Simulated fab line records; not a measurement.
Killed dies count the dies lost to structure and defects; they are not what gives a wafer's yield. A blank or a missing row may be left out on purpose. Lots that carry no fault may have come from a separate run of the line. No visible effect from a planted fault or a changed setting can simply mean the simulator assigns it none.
What tool caused it? || flow n5 finfet || 27 wafers from 9 lots sampled at 8 of the route's 1938 steps

## WHAT THE GAUGES SHOWED, per wafer
N5_BEOL_M1_INSPECT_59: inspects for defects (darkfield). Usual: raw defect count reads 66 (standard deviation 23).
{"lot": "L456", "measured": "day 7 03:13", "on": "defect inspect-02", "raw defect count": "40 45 45", "flag": ""}
{"lot": "L462", "measured": "day 8 14:40", "on": "defect inspect-01", "raw defect count": "1187 1165 1281", "flag": "OFF"}
{"lot": "L463", "measured": "day 8 20:34", "on": "defect inspect-02", "raw defect count": "1219 1178 1262", "flag": "OFF"}
{"lot": "L466", "measured": "day 9 21:28", "on": "defect inspect-01", "raw defect count": "158 69 60", "flag": ""}
{"lot": "L468", "measured": "day 10 07:31", "on": "defect inspect-02", "raw defect count": "68 76 79", "flag": ""}
{"lot": "L470", "measured": "day 10 13:29", "on": "defect inspect-02", "raw defect count": "109 55 113", "flag": ""}
{"lot": "L473", "measured": "day 11 11:10", "on": "defect inspect-02", "raw defect count": "34 37 37", "flag": ""}
{"lot": "L475", "measured": "day 11 17:03", "on": "defect inspect-02", "raw defect count": "89 92 45", "flag": ""}
{"lot": "L476", "measured": "day 12 02:59", "on": "defect inspect-02", "raw defect count": "60 90 71", "flag": ""}

N5_BEOL_M2_INSPECT_13: inspects for defects (brightfield). Usual: raw defect count reads 386 (standard deviation 94).
{"lot": "L456", "measured": "day 7 06:59", "on": "defect inspect-02", "raw defect count": "423 418 702", "flag": ""}
{"lot": "L462", "measured": "day 8 16:56", "on": "defect inspect-02", "raw defect count": "1587 1410 1726", "flag": "OFF"}
{"lot": "L463", "measured": "day 8 22:12", "on": "defect inspect-01", "raw defect count": "1527 1442 1578", "flag": "OFF"}
{"lot": "L466", "measured": "day 9 23:10", "on": "defect inspect-02", "raw defect count": "462 341 269", "flag": ""}
{"lot": "L468", "measured": "day 10 09:47", "on": "defect inspect-01", "raw defect count": "350 359 331", "flag": ""}
{"lot": "L470", "measured": "day 10 15:59", "on": "defect inspect-01", "raw defect count": "418 331 394", "flag": ""}
{"lot": "L473", "measured": "day 11 12:29", "on": "defect inspect-02", "raw defect count": "358 272 240", "flag": ""}
{"lot": "L475", "measured": "day 11 19:37", "on": "defect inspect-02", "raw defect count": "451 410 432", "flag": ""}
{"lot": "L476", "measured": "day 12 05:32", "on": "defect inspect-02", "raw defect count": "470 434 322", "flag": ""}

N5_BEOL_M2_INSPECT_30: inspects for defects (brightfield). Usual: raw defect count reads 388 (standard deviation 92).
{"lot": "L456", "measured": "day 7 08:08", "on": "defect inspect-02", "raw defect count": "416 404 698", "flag": ""}
{"lot": "L462", "measured": "day 8 17:54", "on": "defect inspect-01", "raw defect count": "1587 1405 1690", "flag": "OFF"}
{"lot": "L463", "measured": "day 8 23:17", "on": "defect inspect-01", "raw defect count": "1543 1458 1617", "flag": "OFF"}
{"lot": "L466", "measured": "day 10 00:11", "on": "defect inspect-01", "raw defect count": "475 336 289", "flag": ""}
{"lot": "L468", "measured": "day 10 11:04", "on": "defect inspect-02", "raw defect count": "336 353 335", "flag": ""}
{"lot": "L470", "measured": "day 10 17:02", "on": "defect inspect-01", "raw defect count": "453 334 400", "flag": ""}
{"lot": "L473", "measured": "day 11 13:29", "on": "defect inspect-02", "raw defect count": "380 286 238", "flag": ""}
{"lot": "L475", "measured": "day 11 20:34", "on": "defect inspect-02", "raw defect count": "425 411 416", "flag": ""}
{"lot": "L476", "measured": "day 12 07:03", "on": "defect inspect-02", "raw defect count": "472 434 346", "flag": ""}

N5_BEOL_M4_RC_MEAS_101. Usual: DIBL_N 35.9 mV/V, standard deviation 1.7; DIBL_P 36.0 mV/V, standard deviation 2.2; IOFF_N 0.16 nA/um, standard deviation 0.031; IOFF_P 0.21 nA/um, standard deviation 0.039; ION_N 678 uA/um, standard deviation 13; ION_P 464 uA/um, standard deviation 8.8; SS_N 71.5 mV/dec, standard deviation 0.61; SS_P 73.2 mV/dec, standard deviation 0.68; VT_N 249 mV, standard deviation 3.3; VT_P -250 mV, standard deviation 3.8.
{"lot": "L456", "measured": "day 8 15:54", "on": "prober-02", "DIBL_N (mV/V)": "38.0 34.0 34.8", "DIBL_P (mV/V)": "38.1 33.7 35.0", "IOFF_N (nA/um)": "0.19 0.12 0.14", "IOFF_P (nA/um)": "0.22 0.17 0.19", "ION_N (uA/um)": "676 654 677", "ION_P (uA/um)": "460 454 465", "SS_N (mV/dec)": "72.1 71.3 71.5", "SS_P (mV/dec)": "74.1 72.5 72.9", "VT_N (mV)": "246 253 252", "VT_P (mV)": "-252 -254 -251", "flag": ""}
{"lot": "L462", "measured": "day 10 03:59", "on": "prober-01", "DIBL_N (mV/V)": "36.7 35.5 35.9", "DIBL_P (mV/V)": "38.4 36.3 38.2", "IOFF_N (nA/um)": "0.18 0.17 0.17", "IOFF_P (nA/um)": "0.24 0.21 0.24", "ION_N (uA/um)": "668 678 661", "ION_P (uA/um)": "456 463 458", "SS_N (mV/dec)": "71.8 71.5 72.1", "SS_P (mV/dec)": "73.2 73.5 74.4", "VT_N (mV)": "248 251 248", "VT_P (mV)": "-246 -247 -247", "flag": ""}
{"lot": "L463", "measured": "day 10 10:39", "on": "prober-01", "DIBL_N (mV/V)": "34.1 36.3 34.5", "DIBL_P (mV/V)": "34.7 36.6 34.4", "IOFF_N (nA/um)": "0.13 0.16 0.13", "IOFF_P (nA/um)": "0.17 0.19 0.16", "ION_N (uA/um)": "665 679 664", "ION_P (uA/um)": "454 457 451", "SS_N (mV/dec)": "71.1 71.4 71.0", "SS_P (mV/dec)": "72.4 72.9 72.5", "VT_N (mV)": "252 248 251", "VT_P (mV)": "-252 -251 -254", "flag": ""}
{"lot": "L466", "measured": "day 11 10:10", "on": "prober-02", "DIBL_N (mV/V)": "34.5 34.2 35.3", "DIBL_P (mV/V)": "35.4 35.6 35.0", "IOFF_N (nA/um)": "0.15 0.15 0.14", "IOFF_P (nA/um)": "0.22 0.23 0.21", "ION_N (uA/um)": "668 682 659", "ION_P (uA/um)": "462 470 455", "SS_N (mV/dec)": "70.2 71.2 71.0", "SS_P (mV/dec)": "73.0 72.5 73.0", "VT_N (mV)": "250 249 253", "VT_P (mV)": "-247 -244 -251", "flag": ""}
{"lot": "L468", "measured": "day 12 00:59", "on": "prober-01", "DIBL_N (mV/V)": "34.8 36.3 37.8", "DIBL_P (mV/V)": "33.8 36.5 39.0", "IOFF_N (nA/um)": "0.13 0.17 0.20", "IOFF_P (nA/um)": "0.19 0.23 0.27", "ION_N (uA/um)": "678 688 707", "ION_P (uA/um)": "469 479 486", "SS_N (mV/dec)": "70.6 70.9 72.1", "SS_P (mV/dec)": "72.3 73.8 74.2", "VT_N (mV)": "251 244 245", "VT_P (mV)": "-251 -247 -245", "flag": ""}
{"lot": "L470", "measured": "day 12 01:16", "on": "prober-02", "DIBL_N (mV/V)": "33.7 34.4 34.8", "DIBL_P (mV/V)": "34.6 35.5 36.7", "IOFF_N (nA/um)": "0.12 0.14 0.15", "IOFF_P (nA/um)": "0.17 0.18 0.20", "ION_N (uA/um)": "669 670 674", "ION_P (uA/um)": "457 460 462", "SS_N (mV/dec)": "71.3 71.1 71.3", "SS_P (mV/dec)": "72.6 73.0 72.9", "VT_N (mV)": "255 251 251", "VT_P (mV)": "-252 -252 -252", "flag": ""}
{"lot": "L473", "measured": "day 12 21:04", "on": "prober-02", "DIBL_N (mV/V)": "34.2 32.8 36.7", "DIBL_P (mV/V)": "33.5 31.1 37.7", "IOFF_N (nA/um)": "0.12 0.10 0.16", "IOFF_P (nA/um)": "0.15 0.13 0.21", "ION_N (uA/um)": "660 657 677", "ION_P (uA/um)": "455 450 460", "SS_N (mV/dec)": "70.2 71.3 71.0", "SS_P (mV/dec)": "72.6 72.6 73.4", "VT_N (mV)": "254 257 249", "VT_P (mV)": "-254 -257 -254", "flag": ""}
{"lot": "L475", "measured": "day 13 22:55", "on": "prober-02", "DIBL_N (mV/V)": "32.6 34.8 34.6", "DIBL_P (mV/V)": "34.7 36.8 36.9", "IOFF_N (nA/um)": "0.13 0.17 0.16", "IOFF_P (nA/um)": "0.21 0.23 0.25", "ION_N (uA/um)": "678 685 674", "ION_P (uA/um)": "471 472 466", "SS_N (mV/dec)": "71.6 72.3 72.4", "SS_P (mV/dec)": "72.8 73.4 74.2", "VT_N (mV)": "253 249 251", "VT_P (mV)": "-248 -250 -248", "flag": ""}
{"lot": "L476", "measured": "day 14 02:04", "on": "prober-02", "DIBL_N (mV/V)": "34.9 38.4 34.8", "DIBL_P (mV/V)": "33.1 38.7 33.7", "IOFF_N (nA/um)": "0.13 0.20 0.13", "IOFF_P (nA/um)": "0.17 0.25 0.17", "ION_N (uA/um)": "681 688 690", "ION_P (uA/um)": "462 463 465", "SS_N (mV/dec)": "71.8 72.1 70.8", "SS_P (mV/dec)": "73.0 73.7 72.6", "VT_N (mV)": "251 245 250", "VT_P (mV)": "-252 -249 -254", "flag": ""}

## EACH LOT AND THE TOOL THAT RAN IT (in order: tool; ch and the chambers of the sampled wafers; start)
{"lot": "L456", "N5_BEOL_M1_SPUTTER_90": "pvd sputter-02, day 7 01:28", "N5_BEOL_M1_SPUTTER_96": "pvd sputter-02, day 7 02:08", "N5_BEOL_M1_CMP_52": "cmp-01 ch 0,2,3, day 7 02:40", "N5_BEOL_M1_PRE_CLEAN_56": "pecvd-02 ch 0,2, day 7 03:06"}
{"lot": "L462", "N5_BEOL_M1_SPUTTER_90": "pvd sputter-03, day 8 12:46", "N5_BEOL_M1_SPUTTER_96": "pvd sputter-03, day 8 13:26", "N5_BEOL_M1_CMP_52": "cmp-01 ch 2,3, day 8 14:04", "N5_BEOL_M1_PRE_CLEAN_56": "pecvd-01 ch 1,2, day 8 14:32"}
{"lot": "L463", "N5_BEOL_M1_SPUTTER_90": "pvd sputter-03, day 8 18:50", "N5_BEOL_M1_SPUTTER_96": "pvd sputter-03, day 8 19:29", "N5_BEOL_M1_CMP_52": "cmp-02 ch 0,1,2, day 8 20:04", "N5_BEOL_M1_PRE_CLEAN_56": "pecvd-01 ch 0,1, day 8 20:27"}
{"lot": "L466", "N5_BEOL_M1_SPUTTER_90": "pvd sputter-02, day 9 19:29", "N5_BEOL_M1_SPUTTER_96": "pvd sputter-02, day 9 20:09", "N5_BEOL_M1_CMP_52": "cmp-01 ch 0,2,3, day 9 20:56", "N5_BEOL_M1_PRE_CLEAN_56": "pecvd-02 ch 0,2, day 9 21:20"}
{"lot": "L468", "N5_BEOL_M1_SPUTTER_90": "pvd sputter-02, day 10 05:47", "N5_BEOL_M1_SPUTTER_96": "pvd sputter-02, day 10 06:26", "N5_BEOL_M1_CMP_52": "cmp-02 ch 0,1,2, day 10 06:58", "N5_BEOL_M1_PRE_CLEAN_56": "pecvd-04 ch 1,2, day 10 07:24"}
{"lot": "L470", "N5_BEOL_M1_SPUTTER_90": "pvd sputter-02, day 10 11:31", "N5_BEOL_M1_SPUTTER_96": "pvd sputter-02, day 10 12:10", "N5_BEOL_M1_CMP_52": "cmp-01 ch 1,3, day 10 12:55", "N5_BEOL_M1_PRE_CLEAN_56": "pecvd-04 ch 0,1,2, day 10 13:20"}
{"lot": "L473", "N5_BEOL_M1_SPUTTER_90": "pvd sputter-02, day 11 09:23", "N5_BEOL_M1_SPUTTER_96": "pvd sputter-02, day 11 10:02", "N5_BEOL_M1_CMP_52": "cmp-02 ch 2,3, day 11 10:35", "N5_BEOL_M1_PRE_CLEAN_56": "pecvd-04 ch 0,1,2, day 11 11:02"}
{"lot": "L475", "N5_BEOL_M1_SPUTTER_90": "pvd sputter-01, day 11 14:57", "N5_BEOL_M1_SPUTTER_96": "pvd sputter-01, day 11 15:37", "N5_BEOL_M1_CMP_52": "cmp-03 ch 0,2, day 11 16:27", "N5_BEOL_M1_PRE_CLEAN_56": "pecvd-04 ch 0,1,2, day 11 16:56"}
{"lot": "L476", "N5_BEOL_M1_SPUTTER_90": "pvd sputter-02, day 12 01:12", "N5_BEOL_M1_SPUTTER_96": "pvd sputter-02, day 12 01:52", "N5_BEOL_M1_CMP_52": "cmp-01 ch 2,3, day 12 02:23", "N5_BEOL_M1_PRE_CLEAN_56": "pecvd-04 ch 0,1,2, day 12 02:52"}
- N5_BEOL_M1_SPUTTER_90: material Cu, target thk 4.5 nm, time 8.29 s.
- N5_BEOL_M1_SPUTTER_96: material Cu, target thk 4.5 nm, time 8.29 s.
- N5_BEOL_M1_CMP_52: polishes, stops on SiOC, t overpolish 6.8 s, target thk 40 nm.
- N5_BEOL_M1_PRE_CLEAN_56: time 15 s.

## WHAT THE TOOLS THEMSELVES READ (means of the sampled wafers that have a number; where no wafer has one, the mark that the record gives instead)
N5_BEOL_M1_SPUTTER_90. Usual: throttle valve pct reads 30.1 % (standard deviation 1.2).
{"lot": "L456", "tool": "pvd sputter-02", "throttle valve pct (%)": 29.4, "flag": ""}
{"lot": "L462", "tool": "pvd sputter-03", "throttle valve pct (%)": 30.2, "flag": ""}
{"lot": "L463", "tool": "pvd sputter-03", "throttle valve pct (%)": 30.0, "flag": ""}
{"lot": "L466", "tool": "pvd sputter-02", "throttle valve pct (%)": 29.7, "flag": ""}
{"lot": "L468", "tool": "pvd sputter-02", "throttle valve pct (%)": 28.9, "flag": ""}
{"lot": "L470", "tool": "pvd sputter-02", "throttle valve pct (%)": 30.0, "flag": ""}
{"lot": "L473", "tool": "pvd sputter-02", "throttle valve pct (%)": 30.0, "flag": ""}
{"lot": "L475", "tool": "pvd sputter-01", "throttle valve pct (%)": 31.3, "flag": ""}
{"lot": "L476", "tool": "pvd sputter-02", "throttle valve pct (%)": 29.9, "flag": ""}

N5_BEOL_M1_SPUTTER_96. Usual: throttle valve pct reads 30.1 % (standard deviation 1.2).
{"lot": "L456", "tool": "pvd sputter-02", "throttle valve pct (%)": 29.6, "flag": ""}
{"lot": "L462", "tool": "pvd sputter-03", "throttle valve pct (%)": 30.2, "flag": ""}
{"lot": "L463", "tool": "pvd sputter-03", "throttle valve pct (%)": 29.7, "flag": ""}
{"lot": "L466", "tool": "pvd sputter-02", "throttle valve pct (%)": 29.4, "flag": ""}
{"lot": "L468", "tool": "pvd sputter-02", "throttle valve pct (%)": 29.0, "flag": ""}
{"lot": "L470", "tool": "pvd sputter-02", "throttle valve pct (%)": 30.1, "flag": ""}
{"lot": "L473", "tool": "pvd sputter-02", "throttle valve pct (%)": 30.0, "flag": ""}
{"lot": "L475", "tool": "pvd sputter-01", "throttle valve pct (%)": 31.4, "flag": ""}
{"lot": "L476", "tool": "pvd sputter-02", "throttle valve pct (%)": 30.2, "flag": ""}

N5_BEOL_M1_CMP_52. Usual: barrier field endpoint s 24.5 s, standard deviation 0.69; clearing platen rpm 50.002 rpm, standard deviation 0.029; motor current A 5.9 A, standard deviation 0.55; overpolish run s 6.801 s, standard deviation 0.0085; platen rpm 50.00 rpm, standard deviation 0.035; time to endpoint s 62 s, standard deviation 3.8.
{"lot": "L456", "tool": "cmp-01", "barrier field endpoint s (s)": 24.6, "clearing platen rpm (rpm)": 50.026, "motor current A (A)": 5.9, "overpolish run s (s)": 6.801, "platen rpm (rpm)": 49.99, "time to endpoint s (s)": 61, "flag": ""}
{"lot": "L462", "tool": "cmp-01", "barrier field endpoint s (s)": 24.0, "clearing platen rpm (rpm)": 49.999, "motor current A (A)": 5.7, "overpolish run s (s)": 6.798, "platen rpm (rpm)": 50.02, "time to endpoint s (s)": 57, "flag": ""}
{"lot": "L463", "tool": "cmp-02", "barrier field endpoint s (s)": 24.0, "clearing platen rpm (rpm)": 50.025, "motor current A (A)": 5.7, "overpolish run s (s)": 6.809, "platen rpm (rpm)": 50.02, "time to endpoint s (s)": 62, "flag": ""}
{"lot": "L466", "tool": "cmp-01", "barrier field endpoint s (s)": 24.1, "clearing platen rpm (rpm)": 50.000, "motor current A (A)": 5.8, "overpolish run s (s)": 6.790, "platen rpm (rpm)": 50.03, "time to endpoint s (s)": 59, "flag": ""}
{"lot": "L468", "tool": "cmp-02", "barrier field endpoint s (s)": 24.3, "clearing platen rpm (rpm)": 50.002, "motor current A (A)": 5.7, "overpolish run s (s)": 6.796, "platen rpm (rpm)": 50.02, "time to endpoint s (s)": 62, "flag": ""}
{"lot": "L470", "tool": "cmp-01", "barrier field endpoint s (s)": 22.9, "clearing platen rpm (rpm)": 50.021, "motor current A (A)": 6.0, "overpolish run s (s)": 6.809, "platen rpm (rpm)": 49.97, "time to endpoint s (s)": 58, "flag": ""}
{"lot": "L473", "tool": "cmp-02", "barrier field endpoint s (s)": 24.3, "clearing platen rpm (rpm)": 50.018, "motor current A (A)": 5.3, "overpolish run s (s)": 6.802, "platen rpm (rpm)": 50.02, "time to endpoint s (s)": 66, "flag": ""}
{"lot": "L475", "tool": "cmp-03", "barrier field endpoint s (s)": 24.4, "clearing platen rpm (rpm)": 50.024, "motor current A (A)": 6.0, "overpolish run s (s)": 6.794, "platen rpm (rpm)": 50.01, "time to endpoint s (s)": 62, "flag": ""}
{"lot": "L476", "tool": "cmp-01", "barrier field endpoint s (s)": 25.0, "clearing platen rpm (rpm)": 49.978, "motor current A (A)": 5.7, "overpolish run s (s)": 6.797, "platen rpm (rpm)": 50.02, "time to endpoint s (s)": 64, "flag": ""}

## THE ANSWER, worked out from the rows above alone
Rule: lot off if the mean of its wafers having a number is beyond 3 standard deviations from the usual mean. A lot without any number at a reading at which 4 lots or more have one is off too. Any other lot the step has rows for is counted as sound. The gauges are gone through in route order, then the tools' own readings, and for those a lot's mean is taken as printed above. The first step at which some lot is off is used, and at that step the reading that is off furthest; a lot without a number counts as furthest.
Off at N5_BEOL_M1_INSPECT_59 (raw defect count): L462, L463.
If a tool, at a process step before that reading, ran all the lots that are off and no sound lot after the first of them, it fits. The gauges at N5_BEOL_M1_INSPECT_59 are tried like those tools. Can't be told from this: 2 tools fit, pvd sputter-03 at N5_BEOL_M1_SPUTTER_90 and N5_BEOL_M1_SPUTTER_96, pecvd-01 at N5_BEOL_M1_PRE_CLEAN_56.

## WHAT THE SIMULATOR PUT IN
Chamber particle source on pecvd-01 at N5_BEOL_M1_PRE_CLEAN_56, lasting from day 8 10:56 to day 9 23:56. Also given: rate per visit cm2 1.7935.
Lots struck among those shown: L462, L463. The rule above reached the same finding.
